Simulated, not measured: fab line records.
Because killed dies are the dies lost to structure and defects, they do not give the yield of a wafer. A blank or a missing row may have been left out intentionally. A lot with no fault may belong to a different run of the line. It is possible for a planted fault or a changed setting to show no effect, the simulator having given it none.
fab line records + flow nandHarc
[record]
- lots = 5
- wafers = 15
- lastDay = 25
route steps=1159 shown P_GATE@170 END@1159
lots untouched by any fault: they come from a run of this same line in which no faults occurred
startH: the number of hours between the record's first day and the start of the first shown wafer of the lot + waitH: hours from the lot's prior step to this one + " identical to the entry in the row above + L1.1+2: a row that stands for several wafers + - no value, or no start was given + * or withheld: withheld + < > ~ a bound
route shown NAME@n: names a module that has steps shown in the file, with the first one's number in the route + usual: average and standard deviation across the fault-free wafers + same: alike in all rows + chamber/n: place in a boat + sites: readings site by site + _std_site: their standard deviation + _edge_site: inner sites' mean taken away from outer sites' mean + radiusMm: how far each site lies from the wafer's centre + mask NAME#n: copy n + behind: the last tool/chamber to shape the wafer + hold: why the lot was held/for how many hours/how that ended + device: names the non-switching transistor (n, p or np) + end of line: tests of these same wafers at the route's end + step lacking rows: just its recipe + killed: dies that structure and defects cost at the first sort, which is not the same as the wafer's yield + map: dies across one wafer; x = killed, . = not, _ = none there
set.NAME: setting as actually run; set.NAME@STEP: the setting as run at that earlier step + model.NAME: the simulator's own value behind a step, which no gauge read
lots at selected steps of the route; one table per step, one row per wafer
services: a tool's chamber out of use, with start hour (startH, from the record's first day; less than 0 if before it), hours out, and reason
[[steps]]
[step NHARC_P_GATE_CD_MEAS_46]
[recipe]
- targetCdNm = 720
- landingEnergyEv = 500
[usual]
- cdNm = 720.7/2.2
| lot.wafer | tool     | chamber | startH | waitH | cdNm  |
|-----------|----------|---------|--------|-------|-------|
| L483.2    | cdSem-03 | 0       | 112.59 | -     | 725.5 |
| L483.3    | "        | 0       | "      | "     | 723.4 |
| L483.5    | "        | 0       | "      | "     | 723.7 |
| L490.1    | cdSem-01 | 0       | 150.44 | -     | 725.3 |
| L490.4    | "        | 0       | "      | "     | 722.8 |
| L490.6    | "        | 0       | "      | "     | 720.1 |
| L497.1    | cdSem-02 | 0       | 190.82 | -     | 720.2 |
| L497.4    | "        | 0       | "      | "     | 721.1 |
| L497.5    | "        | 0       | "      | "     | 719.2 |
| L503.1    | cdSem-02 | 0       | 235.44 | -     | 726.7 |
| L503.2    | "        | 0       | "      | "     | 721.8 |
| L503.4    | "        | 0       | "      | "     | 722.0 |
| L504.2    | cdSem-02 | 0       | 235.60 | -     | 718.0 |
| L504.3    | "        | 0       | "      | "     | 723.5 |
| L504.4    | "        | 0       | "      | "     | 719.0 |
[step NHARC_P_GATE_HARDBAKE_47]
[recipe]
- tempC = 125
- timeS = 80
[step NHARC_P_GATE_DESCUM_48]
[recipe]
- timeS = 3
- o2FlowSccm = 200
- arFlowSccm = 0
- biasPowerW = 0
- chemistry = O2
[usual]
- drypumpMotorCurrentA = 5.8/0.46
- oesProductAu = 1.000/0.012
- rfVppV = 57.9/0.9
- showerheadPlenumPTorr = 1.90/0.09
- throttleValvePct = 11.311/0.0084
| lot.wafer | tool       | chamber | startH | waitH | drypumpMotorCurrentA | oesProductAu | rfHoursCounterH | rfVppV | showerheadPlenumPTorr | throttleValvePct |
|-----------|------------|---------|--------|-------|----------------------|--------------|-----------------|--------|-----------------------|------------------|
| L483.2    | rieDiel-13 | 0       | 112.75 | -     | 6.2                  | 0.992        | 1               | 58.7   | 1.83                  | 11.321           |
| L483.3    | "          | 3       | "      | "     | 6.1                  | 0.973        | 1               | 59.6   | 2.08                  | 11.306           |
| L483.5    | "          | 1       | "      | "     | 6.0                  | 0.990        | -               | 58.9   | 1.88                  | 11.312           |
| L490.4    | rieDiel-08 | 2       | 150.63 | -     | 5.0                  | 0.983        | 7               | 57.0   | 1.83                  | 11.314           |
| L490.1    | "          | 1       | "      | "     | 6.0                  | 1.015        | 8               | 57.4   | 1.81                  | 11.318           |
| L490.6    | "          | 2       | "      | "     | 5.0                  | 0.988        | -               | 58.0   | 1.83                  | 11.312           |
| L497.4    | rieDiel-03 | 1       | 190.98 | -     | 5.4                  | 1.018        | 27              | 60.8   | 2.05                  | 11.315           |
| L497.1    | "          | 0       | "      | "     | 5.8                  | 1.004        | 25              | 56.9   | 1.87                  | 11.302           |
| L497.5    | "          | 2       | "      | "     | 5.8                  | 1.012        | -               | 57.6   | 1.93                  | 11.310           |
| L503.1    | rieDiel-13 | 2       | 235.60 | -     | 5.0                  | 0.997        | 41              | 58.6   | 1.88                  | 11.305           |
| L503.2    | "          | 0       | "      | "     | 6.2                  | 1.011        | 44              | 57.7   | 1.82                  | 11.305           |
| L503.4    | "          | 1       | "      | "     | 6.0                  | 0.993        | 42              | 58.6   | 1.87                  | 11.304           |
| L504.3    | rieDiel-13 | 0       | 235.76 | -     | 6.2                  | 1.000        | 44              | 57.5   | 1.82                  | 11.302           |
| L504.2    | "          | 1       | "      | "     | 6.0                  | 0.985        | 42              | 58.6   | 1.87                  | 11.320           |
| L504.4    | "          | 2       | "      | "     | 5.0                  | 0.994        | 41              | 58.6   | 1.88                  | 11.314           |
[step NHARC_P_GATE_IMPLANT_49]
[recipe]
- energyKev = 30
- doseCm2 = 3e+15
- tiltDeg = 7
[step NHARC_P_GATE_STRIP_111]
[recipe]
- powerW = 1500
- tempC = 110
- timeS = 250
- chemistry = N2/H2
[usual]
- drypumpMotorCurrentA = 5.6/0.47
- heaterPowerW = 94/5.6
| lot.wafer | tool           | chamber | startH | waitH | drypumpMotorCurrentA | heaterPowerW | rfHoursCounterH |
|-----------|----------------|---------|--------|-------|----------------------|--------------|-----------------|
| L483.2    | plasmaAsher-01 | 1       | 113.17 | 0.2   | 5.7                  | 102          | 2               |
| L483.3    | "              | 0       | "      | "     | 4.9                  | 93           | -               |
| L483.5    | "              | 1       | "      | "     | 5.7                  | 99           | -               |
| L490.1    | plasmaAsher-02 | 1       | 151.06 | 0.2   | 5.9                  | 96           | 44              |
| L490.4    | "              | 0       | "      | "     | 6.2                  | 83           | -               |
| L490.6    | "              | 0       | "      | "     | 6.2                  | 85           | -               |
| L497.1    | plasmaAsher-01 | 1       | 191.40 | 0.2   | 5.8                  | 100          | 32              |
| L497.4    | "              | 0       | "      | "     | 5.0                  | 92           | -               |
| L497.5    | "              | 1       | "      | "     | 5.7                  | 102          | -               |
| L503.1    | plasmaAsher-01 | 1       | 235.97 | 0.2   | 5.8                  | 101          | 47              |
| L503.2    | "              | 0       | "      | "     | 4.9                  | 90           | 47              |
| L503.4    | "              | 1       | "      | "     | 5.7                  | 97           | -               |
| L504.2    | plasmaAsher-02 | 0       | 236.18 | 0.2   | 6.2                  | 83           | 15              |
| L504.4    | "              | 1       | "      | "     | 5.8                  | 98           | -               |
| L504.3    | "              | 0       | "      | "     | 6.2                  | 84           | -               |
[step NHARC_P_GATE_STRIP_75]
[recipe]
- powerW = 1500
- tempC = 250
- chemistry = O2
[usual]
- drypumpMotorCurrentA = 5.6/0.48
- heaterPowerW = 353/20
| lot.wafer | tool           | chamber | startH | waitH | drypumpMotorCurrentA | heaterPowerW | rfHoursCounterH |
|-----------|----------------|---------|--------|-------|----------------------|--------------|-----------------|
| L483.2    | plasmaAsher-01 | 1       | 113.43 | 0.2   | 5.8                  | 378          | 2               |
| L483.3    | "              | 0       | "      | "     | 5.0                  | 339          | -               |
| L483.5    | "              | 1       | "      | "     | 5.8                  | 381          | -               |
| L490.1    | plasmaAsher-02 | 1       | 151.32 | 0.2   | 5.8                  | 361          | 44              |
| L490.4    | "              | 0       | "      | "     | 6.2                  | 312          | -               |
| L490.6    | "              | 0       | "      | "     | 6.2                  | 312          | -               |
| L497.1    | plasmaAsher-01 | 1       | 191.66 | 0.2   | 5.8                  | 378          | 32              |
| L497.4    | "              | 0       | "      | "     | 4.9                  | 349          | -               |
| L497.5    | "              | 1       | "      | "     | 5.7                  | 369          | -               |
| L503.1    | plasmaAsher-01 | 1       | 236.27 | 0.3   | 5.8                  | 381          | 47              |
| L503.2    | "              | 0       | "      | "     | 4.9                  | 338          | 47              |
| L503.4    | "              | 1       | "      | "     | 5.8                  | 373          | -               |
| L504.2    | plasmaAsher-02 | 0       | 236.44 | 0.2   | 6.2                  | 322          | 16              |
| L504.4    | "              | 1       | "      | "     | 5.8                  | 359          | -               |
| L504.3    | "              | 0       | "      | "     | 6.2                  | 322          | -               |
[step NHARC_P_GATE_STRIP_50]
[recipe]
- timeS = 900
- tempC = 130
- chemistry = SPM
[step NHARC_P_GATE_DEHYDRATE_51]
[recipe]
- tempC = 150
- timeS = 120
[step NHARC_P_GATE_HMDS_52]
[recipe]
- timeS = 30
[step NHARC_P_GATE_COAT_53]
[recipe]
- spinRpm = 3000
[step NHARC_P_GATE_SOFTBAKE_54]
[recipe]
- tempC = 122
- timeS = 95
[step NHARC_P_GATE_EBR_55]
[step NHARC_P_GATE_EXPOSE_56]
[recipe]
- na = 0.6
- targetCdNm = 720
- doseMj = 14.81
- maskId = P_PSD
| lot.wafer  | tool          | chamber | startH | waitH | mask       |
|------------|---------------|---------|--------|-------|------------|
| L483.2+3+5 | krfScanner-04 | 0       | 114.07 | -     | P_PSD#0    |
| L490.1+4+6 | krfScanner-04 | 0       | 152.07 | -     | P_PSD#0    |
| L497.1+4+5 | krfScanner-04 | 0       | 192.42 | -     | P_PSD_R1#0 |
| L503.1+2+4 | krfScanner-04 | 0       | 237.04 | -     | P_PSD#0    |
| L504.2+3+4 | krfScanner-02 | 0       | 237.22 | -     | P_PSD#0    |
[step NHARC_P_GATE_PEB_57]
[recipe]
- pebTempC = 118
- pebTimeS = 85
[step NHARC_P_GATE_DEVELOP_58]
[recipe]
- timeS = 70
[step NHARC_P_GATE_CD_MEAS_59]
[recipe]
- targetCdNm = 720
- landingEnergyEv = 500
[usual]
- cdNm = 718.5/2.6
| lot.wafer | tool     | chamber | startH | waitH | cdNm  |
|-----------|----------|---------|--------|-------|-------|
| L483.2    | cdSem-02 | 0       | 114.23 | -     | 718.3 |
| L483.3    | "        | 0       | "      | "     | 716.7 |
| L483.5    | "        | 0       | "      | "     | 716.2 |
| L490.1    | cdSem-03 | 0       | 152.23 | -     | 713.9 |
| L490.4    | "        | 0       | "      | "     | 715.6 |
| L490.6    | "        | 0       | "      | "     | 717.2 |
| L497.1    | cdSem-03 | 0       | 192.58 | -     | 741.7 |
| L497.4    | "        | 0       | "      | "     | 740.4 |
| L497.5    | "        | 0       | "      | "     | 737.5 |
| L503.1    | cdSem-03 | 0       | 237.20 | -     | 720.1 |
| L503.2    | "        | 0       | "      | "     | 720.1 |
| L503.4    | "        | 0       | "      | "     | 720.6 |
| L504.2    | cdSem-03 | 0       | 237.37 | -     | 714.4 |
| L504.3    | "        | 0       | "      | "     | 719.4 |
| L504.4    | "        | 0       | "      | "     | 716.0 |
[step NHARC_P_GATE_HARDBAKE_60]
[recipe]
- tempC = 125
- timeS = 80
[step NHARC_END_SORT_01]
[recipe]
- tempC = 25
[usual]
- killedAtArray = 27/11
- killedAtOther = 0.7/1.1
- killedAtPeriphery = 3.6/2.4
- killedDies = 32/11
- killedOpen = 3.3/1.8
- killedShort = 2.1/1.5
[same]
- grossDies = 677
| lot.wafer | tool      | chamber | startH | waitH | killedAtArray | killedAtOther | killedAtPeriphery | killedDies | killedOpen | killedShort |
|-----------|-----------|---------|--------|-------|---------------|---------------|-------------------|------------|------------|-------------|
| L497.1    | prober-02 | 0       | 525.49 | 2.5   | 55            | 1             | 4                 | 60         | 3          | 2           |
| L497.4    | prober-02 | 0       | 527.87 | 3.4   | 49            | 2             | 3                 | 54         | 6          | 6           |
| L497.5    | prober-02 | 0       | 528.66 | 3.7   | 51            | 2             | 1                 | 54         | 2          | 1           |
// killed by level:class
L497.1 A_CHANNEL_HOLE_D1:chamberFilmFlake=22 A_SLIT:chamberFilmFlake=17 A_STAIRCASE:chamberFilmFlake=9 P_ZERO_WELL:chamberFilmFlake=3 A_ONON_D1:geometricParticle:open=2 P_STI:geometricParticle:short=1 A_CHANNEL_FILL_D1:geometricParticle:open=1 A_WL_FILL:geometricParticle:short=1
L497.4 A_CHANNEL_HOLE_D1:chamberFilmFlake=19 A_SLIT:chamberFilmFlake=10 A_STAIRCASE:chamberFilmFlake=7 A_WL_FILL:geometricParticle:short=3 P_GATE:geometricParticle:open=2 A_ONON_D1:geometricParticle:short=2 A_SGD_CUT:chamberFilmFlake=2 THIN_TSV:chamberFilmFlake=2
L497.5 A_CHANNEL_HOLE_D1:chamberFilmFlake=28 A_SLIT:chamberFilmFlake=11 A_STAIRCASE:chamberFilmFlake=5 A_SGD_CUT:chamberFilmFlake=2 A_CONTACT:chamberFilmFlake=2 A_ONON_D1:geometricParticle:open=1 A_SLIT:geometricParticle:open=1 STARTING-WAFER:geometricParticle:short=1
[[services]]
| tool           | chamber | startH | hours | kind      |
|----------------|---------|--------|-------|-----------|
| plasmaAsher-01 | -       | 99.00  | 9.0   | pm        |
| plasmaAsher-01 | 0       | 99.00  | 9.0   | ventCycle |
| plasmaAsher-01 | 1       | 99.00  | 9.0   | ventCycle |
| rieDiel-13     | -       | 99.04  | 9.0   | pm        |
| rieDiel-13     | 0       | 99.04  | 10.1  | ventCycle |
| rieDiel-13     | 1       | 99.04  | 10.1  | ventCycle |
| rieDiel-08     | 0       | 107.52 | 1.8   | repair    |
| plasmaAsher-01 | 0       | 108.00 | -     | clean     |
| plasmaAsher-01 | 1       | 108.00 | -     | clean     |
| rieDiel-08     | -       | 124.98 | 9.0   | pm        |
| krfScanner-04  | -       | 146.27 | 4.0   | pm        |
| rieDiel-03     | 0       | 146.55 | 8.5   | repair    |
| krfScanner-02  | -       | 146.58 | 2.1   | repair    |
| rieDiel-03     | 3       | 147.82 | 10.4  | repair    |
| plasmaAsher-02 | -       | 152.71 | 2.3   | repair    |
| plasmaAsher-02 | -       | 163.33 | 7.7   | repair    |
| plasmaAsher-02 | -       | 183.00 | 9.0   | pm        |
| plasmaAsher-02 | 0       | 183.00 | 9.0   | ventCycle |
| plasmaAsher-02 | 1       | 183.00 | 9.0   | ventCycle |
| plasmaAsher-02 | 0       | 192.00 | -     | clean     |
| plasmaAsher-02 | 1       | 192.00 | -     | clean     |
| krfScanner-02  | -       | 210.00 | 4.0   | pm        |
| rieDiel-03     | -       | 215.31 | 9.0   | pm        |
| rieDiel-08     | 0       | 230.90 | 4.1   | repair    |
[[key]]
[firstSign]
- step = NHARC_P_GATE_EXPOSE_56
- reading = mask
- direction = changed
[effect]
- step = NHARC_P_GATE_CD_MEAS_59
- reading = cdNm
- direction = up
- sigmas = 8.2
- usual = 718.5
- struck = 739.9
metAt NHARC_P_GATE_EXPOSE_56
struckWafers L497.1,L497.4,L497.5
testerLeftOut L497
onsetBetween 152.07 192.42
[fault]
- kind = wrongMask
- tool = any
- chamber = -
- onsetH = 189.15
- steps = NHARC_P_GATE_EXPOSE_56
- auxCopy = P_PSD_R1#0
- cdOffsetNm = 21.257
- scope = struckLotsOnly
// testerLeftOut: of these lots the tester's yield and bins aren't shown, on N5 and GAA mostly nor the transistor test; their killed dies are dies lost to structure and defects alone, not to doping, threshold or leakage, so they don't give the yield
